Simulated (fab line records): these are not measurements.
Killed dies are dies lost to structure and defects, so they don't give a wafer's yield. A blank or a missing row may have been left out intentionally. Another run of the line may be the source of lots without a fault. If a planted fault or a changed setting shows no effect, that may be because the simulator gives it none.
The tool behind it: which one?	flow nand harc	Sampling: 22 lots, 66 wafers, 6 of 1159 route steps

== WHAT THE GAUGES SHOWED, per wafer ==
No reading from a measuring or inspecting step in the record can be judged against a usual standard deviation.

== TOOL THAT RAN EACH LOT (tool first, then ch and the chambers of the sampled wafers, then the start) ==
lot	NHARC_A_STAIRCASE_STRIP_254	NHARC_A_STAIRCASE_ETCH_292	NHARC_A_STAIRCASE_ETCH_315	NHARC_A_STAIRCASE_DEP_417	NHARC_A_STAIRCASE_DESCUM_443	NHARC_A_STAIRCASE_ETCH_444
L075	plasma asher-02 ch 0,1, day 11 16:30	rie diel-02 ch 0,2,3, day 11 20:48	rie diel-02 ch 0,1,3, day 12 05:59 or earlier	pecvd-03 ch 0,1,2, day 12 05:59	rie diel-12 ch 0,1,3, day 13 19:27	rie diel-12 ch 0,2,3, day 13 19:32
L077	plasma asher-02 ch 0,1, day 12 02:55	rie diel-03 ch 0,2,3, day 12 06:41	rie diel-03 ch 0,2,3, day 12 15:46 or earlier	pecvd-03 ch 0,1,2, day 12 15:46	rie diel-02 ch 1,2,3, day 14 07:35	rie diel-02 ch 1,2,3, day 14 07:43
L076	plasma asher-02 ch 0, day 12 05:00	rie diel-03 ch 0,1,2, day 12 08:41	rie diel-12 ch 1,3, day 12 18:57 or earlier	pecvd-04 ch 0,1,2, day 12 18:57	rie diel-12 ch 0,1, day 14 07:54	rie diel-12 ch 0,1,2, day 14 08:01
L078	plasma asher-02 ch 0,1, day 12 05:57	rie diel-12 ch 0,1,3, day 12 09:43	rie diel-02 ch 0,2,3, day 12 19:45 or earlier	pecvd-03 ch 0,2, day 12 19:45	rie diel-03 ch 0,1,3, day 14 07:26	rie diel-03 ch 1,3, day 14 07:45
L079	plasma asher-01 ch 0,1, day 12 12:05	rie diel-03 ch 1,2,3, day 12 18:46	rie diel-02 ch 0,2, day 13 07:14 or earlier	pecvd-04 ch 0,2, day 13 07:14	rie diel-03 ch 0,2,3, day 14 21:59	rie diel-03 ch 0,2,3, day 14 22:24
L080	plasma asher-02 ch 0,1, day 12 16:51	rie diel-02 ch 1,2,3, day 12 20:34	rie diel-03 ch 1,2, day 13 07:34 or earlier	pecvd-04 ch 0,1,2, day 13 07:34	rie diel-12 ch 0,2,3, day 14 22:24	rie diel-12 ch 0,1, day 14 23:56
L082	plasma asher-02 ch 0,1, day 12 23:23	rie diel-03 ch 2,3, day 13 03:04	rie diel-03 ch 1,2, day 13 12:46 or earlier	pecvd-01 ch 0,2, day 13 12:46	rie diel-12 ch 0,1,3, day 14 22:22	rie diel-12 ch 0,1,3, day 14 23:13
L081	plasma asher-02 ch 0,1, day 13 08:35	rie diel-02 ch 0,1,3, day 13 14:18	rie diel-03 ch 0,1,3, day 14 02:46 or earlier	pecvd-01 ch 0,2, day 14 02:46	rie diel-12 ch 0,1,2, day 15 18:35	rie diel-12 ch 0,2,3, day 15 18:40
L084	plasma asher-01 ch 0,1, day 13 21:25	rie diel-12 ch 0,1,2, day 14 02:20	rie diel-03 ch 2,3, day 14 14:53 or earlier	pecvd-01 ch 1,2, day 14 14:53	rie diel-12 ch 0,2,3, day 16 05:30	rie diel-12 ch 1,2,3, day 16 05:37
L085	plasma asher-01 ch 0,1, day 13 22:10	rie diel-02 ch 0,1,2, day 14 02:33	rie diel-03 ch 1,2, day 14 15:37 or earlier	pecvd-01 ch 1,2, day 14 15:37	rie diel-03 ch 2,3, day 16 05:20	rie diel-03 ch 1,3, day 16 05:25
L087	plasma asher-01 ch 0,1, day 14 03:57	rie diel-02 ch 0,1,3, day 14 09:26	rie diel-03 ch 2,3, day 14 20:02 or earlier	pecvd-01 ch 0,2, day 14 20:02	rie diel-03 ch 0,3, day 16 12:11	rie diel-03 ch 0,1,2, day 16 14:11
L083	plasma asher-02 ch 0,1, day 14 08:12	rie diel-02 ch 0,1,2, day 14 13:30	rie diel-12 ch 0,3, day 15 00:20 or earlier	pecvd-03 ch 0,1,2, day 15 00:20	rie diel-03 ch 0,3, day 16 12:14	rie diel-03 ch 0,1, day 16 15:08
L089	plasma asher-02 ch 0,1, day 14 21:13	rie diel-02 ch 1,2,3, day 15 02:25	rie diel-02 ch 0,1,2, day 15 11:34 or earlier	pecvd-04 ch 0,1, day 15 11:34	rie diel-02 ch 2,3, day 16 23:52	rie diel-02 ch 1,2,3, day 17 00:09
L088	plasma asher-01 ch 0,1, day 14 21:55	rie diel-03 ch 0,3, day 15 03:09	rie diel-12 ch 0,1,3, day 15 12:48 or earlier	pecvd-03 ch 1,2, day 15 12:48	rie diel-03 ch 0,2,3, day 16 23:49	rie diel-03 ch 1,2,3, day 17 00:06
L090	plasma asher-02 ch 0,1, day 15 17:11	rie diel-12 ch 1,2, day 15 20:49	rie diel-02 ch 0,1,2, day 16 07:40 or earlier	pecvd-04 ch 0,1,2, day 16 07:40	rie diel-02 ch 0,1,3, day 17 19:29	rie diel-02 ch 0,2,3, day 17 20:04
L092	plasma asher-02 ch 0,1, day 15 20:08	rie diel-02 ch 0,1,2, day 15 23:50	rie diel-12 ch 0,1,3, day 16 13:55 or earlier	pecvd-01 ch 0,2, day 16 13:55	rie diel-12 ch 0,3, day 18 03:25	rie diel-12 ch 0,1, day 18 03:45
L093	plasma asher-01 ch 0,1, day 15 23:08	rie diel-02 ch 1,2,3, day 16 05:08	rie diel-12 ch 0,2,3, day 16 15:51 or earlier	pecvd-03 ch 0,1,2, day 16 15:51	rie diel-03 ch 0,1,3, day 18 03:15	rie diel-03 ch 0,2,3, day 18 03:35
L091	plasma asher-01 ch 1, day 16 00:21	rie diel-03 ch 0,1,2, day 16 07:05	rie diel-02 ch 1,3, day 16 18:54 or earlier	pecvd-03 ch 0,1,2, day 16 18:54	rie diel-12 ch 1,2,3, day 18 08:32	rie diel-12 ch 1,3, day 18 08:50
L094	plasma asher-01 ch 0,1, day 16 05:35	rie diel-02 ch 1,2,3, day 16 11:17	rie diel-12 ch 1,2,3, day 16 20:54 or earlier	pecvd-03 ch 0,1,2, day 16 20:54	rie diel-03 ch 1,2,3, day 18 08:40	rie diel-03 ch 0,2,3, day 18 08:46
L095	plasma asher-01 ch 0,1, day 17 02:32	rie diel-12 ch 0,2,3, day 17 06:56	rie diel-02 ch 0,2,3, day 17 16:46 or earlier	pecvd-04 ch 0,1,2, day 17 16:46	rie diel-02 ch 1,2,3, day 19 09:14	rie diel-02 ch 0,2,3, day 19 09:34
L097	plasma asher-01 ch 0,1, day 17 02:43	rie diel-02 ch 1,3, day 17 07:04	rie diel-12 ch 0,2, day 17 16:50 or earlier	pecvd-01 ch 0,1,2, day 17 16:50	rie diel-12 ch 1,2,3, day 19 09:40	rie diel-12 ch 0,1,3, day 19 10:01
L096	plasma asher-02 ch 0,1, day 17 05:44	rie diel-12 ch 0,2,3, day 17 09:31	rie diel-12 ch 0,2,3, day 17 19:01 or earlier	pecvd-04 ch 0,1,2, day 17 19:01	rie diel-03 ch 0,2,3, day 19 09:23	rie diel-03 ch 0,1, day 19 09:29
- NHARC_A_STAIRCASE_STRIP_254: strips in O2.
- NHARC_A_STAIRCASE_ETCH_292: etches the open film in CF4/CHF3.
- NHARC_A_STAIRCASE_ETCH_315: etches the open film in C4F8/O2/Ar, target depth 2500 nm, time 607.1 s.
- NHARC_A_STAIRCASE_DEP_417: deposits Si3N4, target thk 60 nm.
- NHARC_A_STAIRCASE_DESCUM_443: chemistry O2, time 3 s.
- NHARC_A_STAIRCASE_ETCH_444: etches the open film in C4F8/O2, target depth 10200 nm, time 3400 s.

== WHAT THE TOOLS THEMSELVES READ (means of the sampled wafers that have a number; where no wafer has one, the mark that the record gives instead) ==
NHARC_A_STAIRCASE_STRIP_254. Usual: drypump motor current A 5.3 A, standard deviation 0.39; heater power w 340 W, standard deviation 19.
lot	tool	drypump motor current A (A)	heater power w (W)	flag
L075	plasma asher-02	5.4	330	
L077	plasma asher-02	5.5	339	
L076	plasma asher-02	4.8	371	
L078	plasma asher-02	5.1	349	
L079	plasma asher-01	5.5	343	
L080	plasma asher-02	5.4	343	
L082	plasma asher-02	5.1	352	
L081	plasma asher-02	5.4	337	
L084	plasma asher-01	5.3	331	
L085	plasma asher-01	5.4	327	
L087	plasma asher-01	5.5	337	
L083	plasma asher-02	5.1	354	
L089	plasma asher-02	5.4	335	
L088	plasma asher-01	5.3	328	
L090	plasma asher-02	5.1	355	
L092	plasma asher-02	5.1	356	
L093	plasma asher-01	5.5	334	
L091	plasma asher-01	5.2	328	
L094	plasma asher-01	5.5	336	
L095	plasma asher-01	5.5	335	
L097	plasma asher-01	5.5	335	
L096	plasma asher-02	5.1	346	

NHARC_A_STAIRCASE_ETCH_292. Usual: value, then standard deviation, for each; chamber pressure mTorr 25.001 mTorr / 0.023; drypump motor current A 5.5 A / 0.39; oes product au 0.956 a.u. / 0.024; rf fwd power W 497.3 W / 1.6; rf vpp V 369.6 V / 2.1; showerhead plenum p Torr 1.55 Torr / 0.051; throttle valve pct 16.804 % / 0.0095.
lot	tool	chamber pressure mTorr (mTorr)	drypump motor current A (A)	oes product au (a.u.)	rf fwd power W (W)	rf vpp V (V)	showerhead plenum p Torr (Torr)	throttle valve pct (%)	flag
L075	rie diel-02	24.978	5.4	0.937	496.9	368.9	1.53	16.802	
L077	rie diel-03	25.012	5.5	0.976	496.1	370.9	1.58	16.801	
L076	rie diel-03	24.985	5.1	0.984	498.0	371.5	1.59	16.808	
L078	rie diel-12	25.010	5.6	0.943	495.5	371.5	1.58	16.808	
L079	rie diel-03	25.011	5.4	0.927	497.2	370.9	1.59	16.808	
L080	rie diel-02	24.990	5.5	0.923	498.0	368.2	1.51	16.809	
L082	rie diel-03	24.995	5.7	0.976	495.7	371.4	1.58	16.810	
L081	rie diel-02	25.011	5.6	0.970	497.8	369.0	1.51	16.805	
L084	rie diel-12	25.006	5.9	0.906	498.8	371.8	1.59	16.807	
L085	rie diel-02	24.967	5.7	0.925	498.1	368.1	1.50	16.808	
L087	rie diel-02	24.994	5.7	0.942	497.4	369.0	1.51	16.798	
L083	rie diel-02	25.004	5.7	0.971	497.6	368.5	1.50	16.813	
L089	rie diel-02	25.011	5.5	0.975	496.2	367.8	1.51	16.808	
L088	rie diel-03	24.994	5.4	0.970	495.9	370.2	1.56	16.807	
L090	rie diel-12	24.992	6.0	0.956	497.5	370.7	1.60	16.794	
L092	rie diel-02	25.004	5.7	0.962	497.8	368.0	1.50	16.804	
L093	rie diel-02	25.002	5.5	0.928	496.5	368.2	1.51	16.806	
L091	rie diel-03	24.997	5.1	0.971	497.1	370.9	1.59	16.803	
L094	rie diel-02	25.007	5.5	0.961	497.7	368.2	1.51	16.803	
L095	rie diel-12	25.019	5.7	0.937	495.5	371.4	1.61	16.798	
L097	rie diel-02	25.007	5.5	0.970	498.2	368.0	1.51	16.805	
L096	rie diel-12	25.005	5.7	0.966	497.1	372.5	1.61	16.802	

NHARC_A_STAIRCASE_ETCH_315. Usual: chamber pressure mTorr 25.000 mTorr, standard deviation 0.022; oes product au 0.932 a.u., standard deviation 0.014; rf fwd power W 599.2 W, standard deviation 1.8; rf vpp V 1826 V, standard deviation 8.2.
lot	tool	chamber pressure mTorr (mTorr)	oes product au (a.u.)	rf fwd power W (W)	rf vpp V (V)	flag
L075	rie diel-02	24.980	0.934	600.2	1817	
L077	rie diel-03	25.001	0.938	599.1	1829	
L076	rie diel-12	25.009	0.937	599.5	1823	
L078	rie diel-02	24.994	0.950	599.0	1820	
L079	rie diel-02	25.010	0.930	600.5	1818	
L080	rie diel-03	24.995	0.929	598.6	1832	
L082	rie diel-03	24.993	0.933	598.3	1833	
L081	rie diel-03	25.002	0.941	599.2	1826	
L084	rie diel-03	25.008	0.936	598.0	1827	
L085	rie diel-03	25.002	0.932	599.7	1833	
L087	rie diel-03	24.995	0.952	599.2	1827	
L083	rie diel-12	25.014	0.916	599.0	1831	
L089	rie diel-02	24.990	0.926	600.3	1815	
L088	rie diel-12	24.980	0.920	600.6	1826	
L090	rie diel-02	24.993	0.928	599.4	1813	
L092	rie diel-12	25.022	0.933	597.7	1826	
L093	rie diel-12	25.022	0.919	598.4	1833	
L091	rie diel-02	24.997	0.941	598.9	1817	
L094	rie diel-12	25.025	0.928	599.6	1828	
L095	rie diel-02	25.019	0.944	599.2	1818	
L097	rie diel-12	25.010	0.936	599.4	1833	
L096	rie diel-12	25.024	0.915	598.2	1833	

NHARC_A_STAIRCASE_DEP_417. Usual: heater power w 724 W, standard deviation 99; rf fwd power W 449.1 W, standard deviation 1.3.
lot	tool	heater power w (W)	rf fwd power W (W)	flag
L075	pecvd-03	688	449.2	
L077	pecvd-03	727	449.6	
L076	pecvd-04	662	448.7	
L078	pecvd-03	720	448.8	
L079	pecvd-04	673	451.2	
L080	pecvd-04	694	449.5	
L082	pecvd-01	689	448.0	
L081	pecvd-01	717	447.4	
L084	pecvd-01	781	448.9	
L085	pecvd-01	714	448.9	
L087	pecvd-01	755	449.1	
L083	pecvd-03	711	447.7	
L089	pecvd-04	762	449.7	
L088	pecvd-03	845	448.2	
L090	pecvd-04	697	449.7	
L092	pecvd-01	715	448.4	
L093	pecvd-03	668	449.2	
L091	pecvd-03	713	449.0	
L094	pecvd-03	690	449.5	
L095	pecvd-04	679	450.1	
L097	pecvd-01	757	450.3	
L096	pecvd-04	751	449.1	

NHARC_A_STAIRCASE_DESCUM_443. Usual: chamber pressure mTorr 60.00 mTorr, standard deviation 0.056; drypump motor current A 5.5 A, standard deviation 0.41; oes product au 1.002 a.u., standard deviation 0.015; rf vpp V 57.8 V, standard deviation 0.88; showerhead plenum p Torr 1.91 Torr, standard deviation 0.061; throttle valve pct 11.312 %, standard deviation 0.0092.
lot	tool	chamber pressure mTorr (mTorr)	drypump motor current A (A)	oes product au (a.u.)	rf vpp V (V)	showerhead plenum p Torr (Torr)	throttle valve pct (%)	flag
L075	rie diel-12	59.96	5.6	0.989	57.4	1.92	11.317	
L077	rie diel-02	59.94	5.5	1.006	56.7	1.83	11.320	
L076	rie diel-12	60.00	5.8	0.996	58.0	1.88	11.315	
L078	rie diel-03	59.99	5.3	1.007	57.6	1.91	11.313	
L079	rie diel-03	60.00	5.5	1.013	57.5	1.92	11.301	
L080	rie diel-12	60.02	5.7	0.983	58.6	1.97	11.311	
L082	rie diel-12	60.04	5.6	0.993	57.6	1.92	11.304	
L081	rie diel-12	59.97	5.9	0.995	58.0	1.93	11.312	
L084	rie diel-12	59.95	5.7	0.983	57.7	1.96	11.308	
L085	rie diel-03	60.04	5.8	1.026	57.7	1.91	11.317	
L087	rie diel-03	60.06	5.7	1.023	57.9	1.88	11.310	
L083	rie diel-03	59.96	5.7	1.016	57.1	1.88	11.310	
L089	rie diel-02	60.00	5.3	1.009	57.1	1.85	11.315	
L088	rie diel-03	60.00	5.4	1.011	56.7	1.91	11.310	
L090	rie diel-02	59.95	5.7	1.005	57.0	1.82	11.309	
L092	rie diel-12	59.99	5.5	0.987	57.5	1.95	11.304	
L093	rie diel-03	59.99	5.3	1.006	57.4	1.90	11.307	
L091	rie diel-12	60.01	5.8	0.994	58.4	1.92	11.311	
L094	rie diel-03	60.02	5.4	1.002	58.4	1.93	11.299	
L095	rie diel-02	59.98	5.5	1.016	57.4	1.82	11.313	
L097	rie diel-12	60.02	5.8	1.001	58.6	1.92	11.314	
L096	rie diel-03	59.99	5.4	1.003	58.9	1.91	11.319	

NHARC_A_STAIRCASE_ETCH_444. Usual: chamber pressure mTorr 25.004 mTorr, standard deviation 0.024; oes product au 0.932 a.u., standard deviation 0.021; rf fwd power W 599.9 W, standard deviation 2; rf vpp V 807 V, standard deviation 3.5.
lot	tool	chamber pressure mTorr (mTorr)	oes product au (a.u.)	rf fwd power W (W)	rf vpp V (V)	flag
L075	rie diel-12	25.000	0.908	602.5	811	
L077	rie diel-02	24.997	0.918	599.7	802	
L076	rie diel-12	24.971	0.912	601.0	808	
L078	rie diel-03	25.003	0.923	601.1	808	
L079	rie diel-03	25.005	0.934	602.2	806	
L080	rie diel-12	24.999	0.925	598.4	806	
L082	rie diel-12	25.009	0.916	601.2	807	
L081	rie diel-12	24.985	0.911	599.8	811	
L084	rie diel-12	25.015	0.920	599.9	808	
L085	rie diel-03	25.012	0.928	600.0	807	
L087	rie diel-03	25.001	0.930	598.2	808	
L083	rie diel-03	25.011	0.930	598.1	806	
L089	rie diel-02	24.998	0.933	598.1	802	
L088	rie diel-03	24.994	0.939	599.8	808	
L090	rie diel-02	25.009	0.933	598.9	802	
L092	rie diel-12	25.048	0.958	600.5	804	
L093	rie diel-03	25.023	0.957	599.9	806	
L091	rie diel-12	24.992	0.970	601.7	805	
L094	rie diel-03	25.000	0.975	598.3	808	
L095	rie diel-02	25.017	0.933	601.2	803	
L097	rie diel-12	25.014	0.924	600.3	806	
L096	rie diel-03	25.005	0.958	598.8	807	

== THE ANSWER, worked out from the rows above alone ==
Rule: a lot is off if the mean of its wafers that have a number lies more than 3 standard deviations from the usual mean. Also off: a lot with no number at a reading for which 4 or more lots have one. Any other lot the step has rows for is counted as sound. After the gauges, taken in route order, come the tools' own readings; for these a lot's mean is taken, as printed above. At the first step where some lot is off, the reading lying furthest off is the one used; lots without a number count as furthest.
Across all readings shown, no lot is off: no conclusion can be drawn from this.

== WHAT THE SIMULATOR HAD INSERTED ==
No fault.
